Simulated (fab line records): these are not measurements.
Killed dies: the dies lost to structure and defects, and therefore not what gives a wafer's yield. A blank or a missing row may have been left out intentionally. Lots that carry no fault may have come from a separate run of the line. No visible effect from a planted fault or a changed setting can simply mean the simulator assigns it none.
fab line records + flow n5-finfet + part 2 of 2: steps 20 to 30 of 30
record:
- lots: 5
- wafers: 15
- last-day: 16
route steps=1938 shown BEOL_M11@1562
lots that met no fault: from a run of the same line without faults
start-h: the number of hours between the record's first day and the start of the first shown wafer of the lot + wait-h: hours from the lot's prior step to this one + " unchanged from the row above + L1.1+2: one row covering several wafers at once + - either no value or no given start + * or withheld: withheld + < > ~ a bound
route shown NAME@n: a module of which the file shows steps, and the number in the route of the first + usual: average and standard deviation across the fault-free wafers + same: alike in all rows + chamber/n: place in a boat + sites: readings site by site + _std_site: standard deviation of those values + _edge_site: inner sites' mean taken away from outer sites' mean + radius-mm: how far each site lies from the wafer's centre + mask NAME#n: copy n + behind: the tool/chamber that last shaped the wafer + hold: the reason the lot was held/the length of the hold in hours/how it ended + device: whichever transistor did not switch (one of n, p or np) + end of line: the same wafers' tests at the end of the route + a step given without rows: its recipe and nothing more + killed: the dies lost at the first sort to structure and to defects; this is not the yield of the wafer + map: the dies of a wafer, with x for killed, . for not killed, _ for no die there
set.NAME: the setting the step ran with; set.NAME@STEP: the setting that earlier step ran with + model.NAME: the simulator's own value behind a step, which no gauge read
a table for each step, a row for each wafer; lots at some steps of the route
services: when a tool's chamber went out of use (start-h, in hours from the record's first day, below 0 if earlier), for how many hours, and the reason
== steps ==
step: N5_BEOL_M11_OCD_MEAS_38
usual:
- trench-depth-nm: 148.1/2.7
| lot.wafer | tool   | chamber | start-h | wait-h | trench-depth-nm |
|-----------|--------|---------|---------|--------|-----------------|
| L077.1    | ocd-01 | -       | 236.33  | -      | 149.2           |
| L077.2    | "      | -       | "       | "      | 145.1           |
| L077.5    | "      | -       | "       | "      | 149.4           |
| L076.1    | ocd-02 | -       | 239.57  | -      | 149.4           |
| L076.2    | "      | -       | "       | "      | 146.1           |
| L076.5    | "      | -       | "       | "      | 148.2           |
| L080.2    | ocd-02 | -       | 256.12  | -      | 148.8           |
| L080.3    | "      | -       | "       | "      | 145.4           |
| L080.5    | "      | -       | "       | "      | 147.6           |
| L081.3    | ocd-01 | -       | 261.85  | -      | 144.6           |
| L081.4    | "      | -       | "       | "      | 151.8           |
| L081.6    | "      | -       | "       | "      | 144.9           |
| L091.2    | ocd-01 | -       | 328.65  | -      | 148.9           |
| L091.5    | "      | -       | "       | "      | 150.3           |
| L091.6    | "      | -       | "       | "      | 150.0           |
step: N5_BEOL_M11_HM_STRIP_39
recipe:
- chemistry: peroxide-tin-strip
- material: TiN
- target-depth-a: 250
- temp-c: 50
- time-s: 158
| lot.wafer  | tool         | chamber | start-h | wait-h |
|------------|--------------|---------|---------|--------|
| L077.1+2+5 | wet-bench-04 | 5,0,7   | 236.36  | 0.0    |
| L076.1+2+5 | wet-bench-03 | 0,4,2   | 239.60  | 0.0    |
| L080.2+3+5 | wet-bench-03 | 4,5,1   | 256.15  | 0.0    |
| L081.3+4+6 | wet-bench-03 | 4,6,5   | 261.88  | 0.0    |
| L091.2+5+6 | wet-bench-04 | 1,0,4   | 328.68  | 0.0    |
step: N5_BEOL_M11_SRD_40
recipe:
- time-s: 30
- temp-c: 23
- rinse-liquid: diw
- dry: ipa-marangoni
| lot.wafer  | tool         | chamber | start-h | wait-h |
|------------|--------------|---------|---------|--------|
| L077.1+2+5 | wet-bench-04 | 5,0,7   | 236.40  | 0.0    |
| L076.1+2+5 | wet-bench-03 | 0,4,2   | 239.65  | 0.0    |
| L080.2+3+5 | wet-bench-03 | 4,5,1   | 256.20  | 0.0    |
| L081.3+4+6 | wet-bench-03 | 4,6,5   | 261.93  | 0.0    |
| L091.2+5+6 | wet-bench-04 | 1,0,4   | 328.73  | 0.0    |
step: N5_BEOL_M11_PRECLEAN_42
recipe:
- chemistry: residue-remover
- time-s: 60
- temp-c: 40
| lot.wafer  | tool         | chamber | start-h | wait-h |
|------------|--------------|---------|---------|--------|
| L077.1+2+5 | wet-bench-04 | 5,0,7   | 236.42  | 0.0    |
| L076.1+2+5 | wet-bench-03 | 0,4,2   | 239.67  | 0.0    |
| L080.2+3+5 | wet-bench-03 | 4,5,1   | 256.21  | 0.0    |
| L081.3+4+6 | wet-bench-03 | 4,6,5   | 261.94  | 0.0    |
| L091.2+5+6 | wet-bench-04 | 1,0,4   | 328.75  | 0.0    |
step: N5_BEOL_M11_SRD_43
recipe:
- time-s: 30
- temp-c: 23
- rinse-liquid: diw
- dry: ipa-marangoni
| lot.wafer  | tool         | chamber | start-h | wait-h |
|------------|--------------|---------|---------|--------|
| L077.1+2+5 | wet-bench-04 | 5,0,7   | 236.44  | 0.0    |
| L076.1+2+5 | wet-bench-03 | 0,4,2   | 239.68  | 0.0    |
| L080.2+3+5 | wet-bench-03 | 4,5,1   | 256.23  | 0.0    |
| L081.3+4+6 | wet-bench-03 | 4,6,5   | 261.96  | 0.0    |
| L091.2+5+6 | wet-bench-04 | 1,0,4   | 328.76  | 0.0    |
step: N5_BEOL_M11_CD_MEAS_35
recipe:
- target-cd-nm: 70
- polarity: opening
usual:
- cd-nm: 70.2/0.63
| lot.wafer | tool      | chamber | start-h | wait-h | cd-nm |
|-----------|-----------|---------|---------|--------|-------|
| L077.1    | cd-sem-01 | -       | 236.48  | 0.0    | 70.2  |
| L077.2    | "         | -       | "       | "      | 70.3  |
| L077.5    | "         | -       | "       | "      | 70.8  |
| L076.1    | cd-sem-01 | -       | 239.72  | 0.0    | 70.2  |
| L076.2    | "         | -       | "       | "      | 70.3  |
| L076.5    | "         | -       | "       | "      | 69.7  |
| L080.2    | cd-sem-03 | -       | 256.27  | 0.0    | 71.2  |
| L080.3    | "         | -       | "       | "      | 70.7  |
| L080.5    | "         | -       | "       | "      | 70.5  |
| L081.3    | cd-sem-02 | -       | 262.00  | 0.0    | 70.9  |
| L081.4    | "         | -       | "       | "      | 71.0  |
| L081.6    | "         | -       | "       | "      | 70.4  |
| L091.2    | cd-sem-01 | -       | 328.80  | 0.0    | 71.0  |
| L091.5    | "         | -       | "       | "      | 70.0  |
| L091.6    | "         | -       | "       | "      | 69.9  |
step: N5_BEOL_M11_CURE_72
recipe:
- temp-c: 370
- time-s: 120
- ambient: DMADMS/He
- material: SiCOH_lowk
usual:
- lamp-power-pct: 52.32/0.054
- wafer_temp_C_max: 371.8/0.62
| lot.wafer | tool       | chamber | start-h | wait-h | lamp-power-pct | wafer_temp_C_max |
|-----------|------------|---------|---------|--------|----------------|------------------|
| L077.1    | uv-cure-01 | 1       | 236.62  | 0.1    | 52.26          | 372.4            |
| L077.2    | "          | 1       | "       | "      | 52.30          | 372.1            |
| L077.5    | "          | 1       | "       | "      | 52.31          | 372.2            |
| L076.1    | uv-cure-03 | 0       | 239.77  | 0.0    | 52.32          | 371.7            |
| L076.2    | "          | 0       | "       | "      | 52.33          | 371.2            |
| L076.5    | "          | 0       | "       | "      | 52.20          | 371.7            |
| L080.2    | uv-cure-01 | 0       | 256.36  | 0.1    | 52.32          | 371.2            |
| L080.3    | "          | 0       | "       | "      | 52.32          | 371.5            |
| L080.5    | "          | 0       | "       | "      | 52.31          | 371.2            |
| L081.3    | uv-cure-02 | 2       | 262.15  | 0.1    | 52.41          | 371.9            |
| L081.4    | "          | 2       | "       | "      | 52.38          | 372.3            |
| L081.6    | "          | 2       | "       | "      | 52.32          | 371.6            |
| L091.2    | uv-cure-01 | 1       | 328.95  | 0.1    | 52.22          | 372.7            |
| L091.5    | "          | 1       | "       | "      | 52.29          | 371.7            |
| L091.6    | "          | 1       | "       | "      | 52.28          | 371.9            |
step: N5_BEOL_M11_DEGAS_44
recipe:
- ambient: vacuum
- temp-c: 250
- time-s: 60
usual:
- heater-power-w: 345/58
- susceptor-temp-C: 250.00/0.18
| lot.wafer | tool           | chamber | start-h | wait-h | heater-power-w | susceptor-temp-C |
|-----------|----------------|---------|---------|--------|----------------|------------------|
| L077.1    | pvd-sputter-01 | -       | 237.27  | 0.5    | 340            | 250.09           |
| L077.2    | "              | -       | "       | "      | 288            | 249.88           |
| L077.5    | "              | -       | "       | "      | 332            | 250.09           |
| L076.1    | pvd-sputter-03 | -       | 240.77  | 1.0    | 308            | 249.91           |
| L076.2    | "              | -       | "       | "      | 465            | 250.09           |
| L076.5    | "              | -       | "       | "      | 478            | 249.72           |
| L080.2    | pvd-sputter-03 | -       | 256.73  | 0.3    | 338            | 249.88           |
| L080.3    | "              | -       | "       | "      | 283            | 250.06           |
| L080.5    | "              | -       | "       | "      | 332            | 250.13           |
| L081.3    | pvd-sputter-03 | -       | 262.43  | 0.2    | 467            | 250.06           |
| L081.4    | "              | -       | "       | "      | 306            | 250.02           |
| L081.6    | "              | -       | "       | "      | 476            | 249.89           |
| L091.2    | pvd-sputter-01 | -       | 330.33  | 1.3    | 329            | 249.94           |
| L091.5    | "              | -       | "       | "      | 339            | 250.04           |
| L091.6    | "              | -       | "       | "      | 331            | 249.90           |
step: N5_BEOL_M11_PRE_CLEAN_45
recipe:
- gas: H2/He
- time-s: 30
- temp-c: 250
usual:
- heater-power-w: 345/58
- susceptor-temp-C: 250.00/0.18
| lot.wafer | tool           | chamber | start-h | wait-h | heater-power-w | susceptor-temp-C |
|-----------|----------------|---------|---------|--------|----------------|------------------|
| L077.1    | pvd-sputter-01 | -       | 237.31  | 0.0    | 326            | 250.19           |
| L077.2    | "              | -       | "       | "      | 288            | 250.21           |
| L077.5    | "              | -       | "       | "      | 332            | 250.10           |
| L076.1    | pvd-sputter-03 | -       | 240.81  | 0.0    | 311            | 249.61           |
| L076.2    | "              | -       | "       | "      | 466            | 249.69           |
| L076.5    | "              | -       | "       | "      | 455            | 249.98           |
| L080.2    | pvd-sputter-03 | -       | 256.77  | 0.0    | 327            | 250.34           |
| L080.3    | "              | -       | "       | "      | 280            | 250.24           |
| L080.5    | "              | -       | "       | "      | 335            | 250.23           |
| L081.3    | pvd-sputter-03 | -       | 262.47  | 0.0    | 471            | 250.15           |
| L081.4    | "              | -       | "       | "      | 309            | 250.06           |
| L081.6    | "              | -       | "       | "      | 470            | 250.16           |
| L091.2    | pvd-sputter-01 | -       | 330.37  | 0.0    | 341            | 249.84           |
| L091.5    | "              | -       | "       | "      | 340            | 249.90           |
| L091.6    | "              | -       | "       | "      | 331            | 249.96           |
step: N5_BEOL_M11_ALD_74
recipe:
- material: TaN
- target-thk-a: 20
- temp-c: 275
- ald-precursor-family: PDMAT
- ald-co-reactant: NH3
- pressure-torr: 3
- carrier-flow-sccm: 1500
- pulse-time-s: 2
- purge-time-s: 3
- co-reactant-purge-time-s: 2
- co-reactant-pulse-time-s: 3
- ald-cycles: 40
- precursor-vessel-temp-c: 75
- precursor-vessel-pressure-torr: 26.25
- precursor-vessel-carrier-sccm: 1000
usual:
- heater-power-w: 428/39
- precursor-vessel-carrier-sccm: 1000/3
- susceptor-temp-C: 275.00/0.19
same:
- pulse-time-s: 2
| lot.wafer | tool         | chamber | start-h | wait-h | heater-power-w | precursor-vessel-carrier-sccm | susceptor-temp-C |
|-----------|--------------|---------|---------|--------|----------------|-------------------------------|------------------|
| L077.1    | ald-metal-01 | 1       | 237.59  | 0.3    | 488            | 997                           | 274.53           |
| L077.2    | "            | 3       | "       | "      | 414            | 995                           | 275.11           |
| L077.5    | "            | 2       | "       | "      | 453            | 997                           | 275.01           |
| L076.1    | ald-metal-03 | 2       | 240.89  | 0.1    | 417            | 998                           | 275.13           |
| L076.2    | "            | 0       | "       | "      | 443            | 998                           | 275.33           |
| L076.5    | "            | 3       | "       | "      | 407            | 998                           | 274.94           |
| L080.2    | ald-metal-03 | 0       | 256.89  | 0.1    | 440            | 998                           | 274.84           |
| L080.3    | "            | 3       | "       | "      | 413            | 1000                          | 274.94           |
| L080.5    | "            | 2       | "       | "      | 421            | 1004                          | 274.87           |
| L081.3    | ald-metal-03 | 2       | 262.53  | 0.0    | 418            | 996                           | 275.00           |
| L081.4    | "            | 0       | "       | "      | 445            | 1004                          | 274.91           |
| L081.6    | "            | 3       | "       | "      | 407            | 998                           | 274.84           |
| L091.2    | ald-metal-04 | 1       | 330.43  | 0.0    | 377            | 1004                          | 274.92           |
| L091.5    | "            | 1       | "       | "      | 397            | 999                           | 274.99           |
| L091.6    | "            | 0       | "       | "      | 439            | 1005                          | 274.99           |
step: N5_BEOL_M11_SURFACE_TREAT_76
recipe:
- gas: Ar
- time-s: *
- ion-energy-ev: *
- ion-current-ma-cm2: 0.5
- pressure-mtorr: *
- ar-flow-sccm: 30
usual:
- throttle-valve-pct: *
| lot.wafer | tool           | chamber | start-h | wait-h | throttle-valve-pct |
|-----------|----------------|---------|---------|--------|--------------------|
| L077.1    | pvd-sputter-03 | -       | 237.93  | 0.2    | *                  |
| L077.2    | "              | -       | "       | "      | *                  |
| L077.5    | "              | -       | "       | "      | *                  |
| L076.1    | pvd-sputter-02 | -       | 241.23  | 0.2    | *                  |
| L076.2    | "              | -       | "       | "      | *                  |
| L076.5    | "              | -       | "       | "      | *                  |
| L080.2    | pvd-sputter-02 | -       | 257.72  | 0.7    | *                  |
| L080.3    | "              | -       | "       | "      | *                  |
| L080.5    | "              | -       | "       | "      | *                  |
| L081.3    | pvd-sputter-02 | -       | 262.89  | 0.2    | *                  |
| L081.4    | "              | -       | "       | "      | *                  |
| L081.6    | "              | -       | "       | "      | *                  |
| L091.2    | pvd-sputter-03 | -       | 330.94  | 0.4    | *                  |
| L091.5    | "              | -       | "       | "      | *                  |
| L091.6    | "              | -       | "       | "      | *                  |
== services ==
| tool            | chamber | start-h | hours | kind   |
|-----------------|---------|---------|-------|--------|
| arfi-scanner-03 | -       | 212.76  | 2.1   | repair |
| rie-diel-06     | -       | 215.37  | 0.3   | repair |
| arfi-scanner-03 | -       | 217.20  | 1.0   | pm     |
| rie-diel-03     | 3       | 218.34  | 1.6   | repair |
| rie-diel-03     | -       | 218.39  | 7.2   | repair |
| arfi-scanner-02 | -       | 218.71  | 1.3   | pm     |
| arfi-scanner-01 | -       | 219.10  | 1.0   | pm     |
| arfi-scanner-01 | -       | 220.10  | 0.8   | pm     |
| uv-cure-02      | -       | 225.05  | 0.6   | repair |
| arfi-scanner-03 | -       | 232.81  | 14.9  | repair |
| rie-diel-06     | 3       | 248.87  | 4.0   | repair |
| arfi-scanner-02 | -       | 257.86  | 16.0  | pm     |
| rie-diel-01     | 1       | 271.31  | 18.5  | repair |
| arfi-scanner-01 | -       | 271.69  | 1.0   | pm     |
| rie-diel-01     | 2       | 282.41  | 8.8   | repair |
| arfi-scanner-02 | -       | 282.45  | 1.7   | repair |
| arfi-scanner-01 | -       | 288.63  | 0.8   | repair |
| arfi-scanner-01 | -       | 295.98  | 0.8   | pm     |
| arfi-scanner-02 | -       | 300.34  | 1.0   | pm     |
| arfi-scanner-01 | -       | 310.06  | 1.3   | pm     |
| arfi-scanner-01 | -       | 312.18  | 2.7   | repair |
| arfi-scanner-02 | -       | 315.87  | 0.8   | pm     |
| arfi-scanner-02 | -       | 323.05  | 1.2   | repair |
| wet-bench-03    | -       | 329.22  | 1.9   | pm     |
